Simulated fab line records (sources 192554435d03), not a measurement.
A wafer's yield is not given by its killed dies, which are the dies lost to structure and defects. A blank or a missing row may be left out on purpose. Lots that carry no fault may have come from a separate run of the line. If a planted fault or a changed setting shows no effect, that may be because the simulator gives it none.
Which tool did it? | flow n5-finfet | 9 lots with 27 wafers sampled at 5 steps, on a route of 1938 steps

== WHAT EACH GAUGE READ, for each wafer ==
N5_BEOL_M1_CD_MEAS_18: pitch 36 nm, target cd 18 nm. Usual: 17.99 nm for cd-nm, sd 0.27.
lot  | measured     | on        | cd-nm (nm)        | flag
L640 | day 6 22:22  | cd-sem-03 | 17.84 18.16 18.42 |
L641 | day 7 04:17  | cd-sem-03 | 17.68 18.28 17.89 |
L647 | day 8 14:55  | cd-sem-03 | 17.69 18.11 17.98 |
L649 | day 9 00:58  | cd-sem-02 | 18.02 18.25 18.20 |
L652 | day 9 20:54  | cd-sem-01 | 17.74 17.61 17.85 |
L653 | day 10 03:53 | cd-sem-03 | 17.71 18.37 17.74 |
L655 | day 10 14:40 | cd-sem-02 | 17.62 18.37 17.78 |
L657 | day 11 06:24 | cd-sem-01 | 17.87 18.37 18.10 |
L659 | day 11 23:54 | cd-sem-01 | 17.78 18.13 17.86 |

N5_BEOL_M4_RC_MEAS_101. Usual: DIBL_N 35.9 mV/V, standard deviation 1.3; DIBL_P 35.9 mV/V, standard deviation 1.6; IOFF_N 0.156 nA/um, standard deviation 0.022; IOFF_P 0.205 nA/um, standard deviation 0.023; ION_N 675 uA/um, standard deviation 9; ION_P 463 uA/um, standard deviation 5.6; SS_N 71.4 mV/dec, standard deviation 0.57; SS_P 73.1 mV/dec, standard deviation 0.52; VT_N 249.7 mV, standard deviation 2.8; VT_P -250.2 mV, standard deviation 2.5.
lot  | measured     | on        | DIBL_N (mV/V)  | DIBL_P (mV/V)  | IOFF_N (nA/um)    | IOFF_P (nA/um)    | ION_N (uA/um) | ION_P (uA/um) | SS_N (mV/dec)  | SS_P (mV/dec)  | VT_N (mV)         | VT_P (mV)            | flag
L640 | day 8 10:27  | prober-02 | 35.7 34.0 36.6 | 36.3 33.5 37.3 | 0.169 0.136 0.185 | 0.208 0.173 0.220 | 679 663 680   | 460 454 463   | 71.8 71.2 72.8 | 73.6 72.4 72.9 | 247.4 252.1 247.1 | -251.9 -254.5 -251.7 |
L641 | day 9 05:26  | prober-01 | 35.5 36.9 37.6 | 36.9 38.7 39.1 | 0.157 0.190 0.204 | 0.188 0.218 0.226 | 677 691 688   | 460 466 459   | 70.8 71.9 72.4 | 73.3 73.0 73.5 | 249.9 248.4 246.2 | -252.9 -249.9 -252.3 |
L647 | day 10 13:04 | prober-02 | 37.8 37.2 37.6 | 38.1 36.9 38.3 | 0.183 0.177 0.184 | 0.241 0.222 0.236 | 682 690 684   | 470 469 469   | 71.0 71.2 71.0 | 72.9 73.4 73.7 | 244.8 247.2 247.3 | -247.0 -250.9 -250.2 |
L649 | day 10 16:58 | prober-02 | 36.5 33.9 35.3 | 36.7 34.2 34.9 | 0.175 0.130 0.142 | 0.234 0.192 0.204 | 696 676 682   | 470 469 468   | 71.0 71.2 71.3 | 74.0 73.2 73.2 | 247.7 251.0 249.8 | -250.7 -249.3 -249.6 |
L652 | day 11 18:08 | prober-01 | 34.8 35.3 33.9 | 34.8 35.6 33.4 | 0.137 0.150 0.128 | 0.166 0.176 0.146 | 668 673 668   | 456 458 448   | 70.6 72.1 71.1 | 72.6 73.9 72.5 | 253.0 250.7 252.5 | -254.9 -254.0 -257.1 |
L653 | day 11 22:10 | prober-01 | 35.8 36.7 33.9 | 35.4 36.7 33.8 | 0.154 0.179 0.128 | 0.198 0.222 0.175 | 684 679 664   | 464 465 457   | 71.5 71.5 71.3 | 72.8 73.8 72.9 | 249.4 247.4 250.7 | -249.8 -249.7 -252.9 |
L655 | day 12 19:05 | prober-01 | 36.3 36.8 37.0 | 38.4 38.6 39.0 | 0.182 0.172 0.192 | 0.202 0.191 0.207 | 691 672 689   | 465 450 460   | 71.5 70.8 71.8 | 73.7 73.3 73.4 | 248.3 250.8 245.5 | -251.0 -254.4 -251.1 |
L657 | day 13 14:47 | prober-01 | 34.5 35.3 32.4 | 35.4 36.1 33.1 | 0.140 0.154 0.116 | 0.186 0.202 0.156 | 673 676 664   | 460 459 457   | 71.1 72.1 70.8 | 72.7 72.4 72.0 | 249.2 250.1 254.7 | -253.0 -250.4 -251.6 |
L659 | day 14 02:27 | prober-01 | 34.8 35.9 35.1 | 33.5 35.1 33.4 | 0.121 0.141 0.122 | 0.176 0.204 0.179 | 667 671 669   | 466 468 464   | 71.0 71.4 70.9 | 72.4 73.3 73.0 | 252.6 251.9 252.8 | -252.6 -248.8 -248.2 |

== EACH LOT AND THE TOOL THAT RAN IT (in order: tool; ch and the chambers of the sampled wafers; start) ==
lot  | N5_BEOL_M1_ETCH_41                 | N5_BEOL_M1_STRIP_97                           | N5_BEOL_M1_DEGAS_44
L640 | rie-diel-02 ch 0,2,3, day 6 23:26  | rie-diel-02 ch 0,2,3, day 7 00:08 or earlier  | pvd-sputter-02, day 7 00:08
L641 | rie-diel-06 ch 0,3, day 7 07:07    | rie-diel-06 ch 0,3, day 7 07:44 or earlier    | pvd-sputter-01, day 7 07:44
L647 | rie-diel-02 ch 0,1,2, day 8 23:46  | rie-diel-02 ch 0,1,2, day 9 00:18 or earlier  | pvd-sputter-01, day 9 00:18
L649 | rie-diel-06 ch 0,1, day 9 04:20    | rie-diel-06 ch 0,1, day 9 04:43 or earlier    | pvd-sputter-01, day 9 04:43
L652 | rie-diel-01 ch 0,1,2, day 10 02:41 | rie-diel-01 ch 0,1,2, day 10 03:12 or earlier | pvd-sputter-02, day 10 03:12
L653 | rie-diel-06 ch 1,2,3, day 10 10:21 | rie-diel-06 ch 1,2,3, day 10 10:40 or earlier | pvd-sputter-02, day 10 10:40
L655 | rie-diel-01 ch 0,1,2, day 11 05:24 | rie-diel-01 ch 0,1,2, day 11 05:57 or earlier | pvd-sputter-01, day 11 05:57
L657 | rie-diel-06 ch 1,2,3, day 11 08:27 | rie-diel-06 ch 1,2,3, day 11 08:53 or earlier | pvd-sputter-01, day 11 08:53
L659 | rie-diel-06 ch 0,3, day 12 07:30   | rie-diel-06 ch 0,3, day 12 08:11 or earlier   | pvd-sputter-01, day 12 08:11
- N5_BEOL_M1_ETCH_41: etches SiCN in CH3F/O2, target depth 31.9 nm, time 57.8 s.
- N5_BEOL_M1_STRIP_97: strips in N2/H2, time 10 s.
- N5_BEOL_M1_DEGAS_44: time 60 s.

== AS READ BY THE TOOLS THEMSELVES (means over the sampled wafers that have a number; for cases with no such wafer, the mark the record gives instead) ==
N5_BEOL_M1_ETCH_41. Usual: CH3F_flow_sccm 30.00 sccm, standard deviation 0.087; O2_flow_sccm 20.00 sccm, standard deviation 0.054; drypump-motor-current-A 5.7 A, standard deviation 0.52; oes-product-au 0.81 a.u., standard deviation 0.089; rf-fwd-power-W 391.1 W, standard deviation 1.6; rf-vpp-V 297.0 V, standard deviation 1.4; showerhead-plenum-p-Torr 1.98 Torr, standard deviation 0.065; throttle-valve-pct 16.18 %, standard deviation 0.17.
lot  | tool        | CH3F_flow_sccm (sccm) | O2_flow_sccm (sccm) | drypump-motor-current-A (A) | oes-product-au (a.u.) | rf-fwd-power-W (W) | rf-vpp-V (V) | showerhead-plenum-p-Torr (Torr) | throttle-valve-pct (%) | flag
L640 | rie-diel-02 | 29.98                 | 20.03               | 5.8                         | 0.80                  | 390.6              | 296.8        | 2.00                            | 16.30                  |
L641 | rie-diel-06 | 29.97                 | 20.04               | 5.8                         | 0.96                  | 390.8              | 296.2        | 1.96                            | 15.99                  |
L647 | rie-diel-02 | 30.06                 | 19.97               | 6.0                         | 0.80                  | 390.9              | 296.6        | 1.97                            | 16.27                  |
L649 | rie-diel-06 | 29.98                 | 20.06               | 6.3                         | 0.90                  | 391.0              | 299.0        | 2.07                            | 16.19                  |
L652 | rie-diel-01 | 30.08                 | 19.96               | 5.5                         | 0.76                  | 389.9              | 296.4        | 1.98                            | 16.21                  |
L653 | rie-diel-06 | 29.96                 | 20.00               | 6.1                         | 0.79                  | 390.7              | 297.2        | 2.01                            | 16.17                  |
L655 | rie-diel-01 | 30.00                 | 19.95               | 5.5                         | 0.75                  | 391.7              | 296.5        | 1.98                            | 16.22                  |
L657 | rie-diel-06 | 30.02                 | 19.99               | 6.0                         | 0.79                  | 391.3              | 297.3        | 2.01                            | 16.19                  |
L659 | rie-diel-06 | 30.01                 | 20.04               | 5.8                         | 0.86                  | 392.0              | 296.7        | 1.95                            | 16.06                  |

N5_BEOL_M1_STRIP_97. Usual: drypump-motor-current-A 5.7 A, standard deviation 0.52; oes-product-au 0.81 a.u., standard deviation 0.089; rf-vpp-V 59.1 V, standard deviation 0.92; showerhead-plenum-p-Torr 2.52 Torr, standard deviation 0.08; temp-c 39.99 C, standard deviation 0.12; throttle-valve-pct 23.52 %, standard deviation 0.24.
lot  | tool        | drypump-motor-current-A (A) | oes-product-au (a.u.) | rf-vpp-V (V) | showerhead-plenum-p-Torr (Torr) | temp-c (C) | throttle-valve-pct (%) | flag
L640 | rie-diel-02 | 5.8                         | 0.81                  | 59.3         | 2.54                            | 40.03      | 23.63                  |
L641 | rie-diel-06 | 5.8                         | 0.95                  | 59.3         | 2.48                            | 40.01      | 23.22                  |
L647 | rie-diel-02 | 6.0                         | 0.87                  | 58.1         | 2.49                            | 39.90      | 23.49                  |
L649 | rie-diel-06 | 6.3                         | 0.90                  | 58.9         | 2.61                            | 39.91      | 23.53                  |
L652 | rie-diel-01 | 5.5                         | 0.77                  | 59.3         | 2.51                            | 39.93      | 23.65                  |
L653 | rie-diel-06 | 6.1                         | 0.79                  | 60.0         | 2.55                            | 40.00      | 23.53                  |
L655 | rie-diel-01 | 5.5                         | 0.75                  | 59.4         | 2.51                            | 40.09      | 23.65                  |
L657 | rie-diel-06 | 6.0                         | 0.78                  | 59.4         | 2.55                            | 39.94      | 23.55                  |
L659 | rie-diel-06 | 5.8                         | 0.87                  | 58.6         | 2.47                            | 40.02      | 23.27                  |

N5_BEOL_M1_DEGAS_44. Usual: 352 W for heater-power-w, sd 30.
lot  | tool           | heater-power-w (W) | flag
L640 | pvd-sputter-02 | 336                |
L641 | pvd-sputter-01 | 352                |
L647 | pvd-sputter-01 | 351                |
L649 | pvd-sputter-01 | 347                |
L652 | pvd-sputter-02 | 393                |
L653 | pvd-sputter-02 | 360                |
L655 | pvd-sputter-01 | 350                |
L657 | pvd-sputter-01 | 340                |
L659 | pvd-sputter-01 | 349                |

== THE ANSWER, worked out from the rows above alone ==
Rule: a lot is off if the mean of its wafers that have a number lies more than 3 standard deviations from the usual mean. Also off: a lot with no number at a reading for which 4 or more lots have one. The other lots that the step has rows for count as sound. The gauges are gone through in route order, then the tools' own readings, and for those a lot's mean is taken as printed above. At the first step where some lot is off, the reading lying furthest off is the one used; lots without a number count as furthest.
Across all readings shown, no lot is off: no conclusion can be drawn from this.

== WHAT HAD BEEN PUT IN BY THE SIMULATOR ==
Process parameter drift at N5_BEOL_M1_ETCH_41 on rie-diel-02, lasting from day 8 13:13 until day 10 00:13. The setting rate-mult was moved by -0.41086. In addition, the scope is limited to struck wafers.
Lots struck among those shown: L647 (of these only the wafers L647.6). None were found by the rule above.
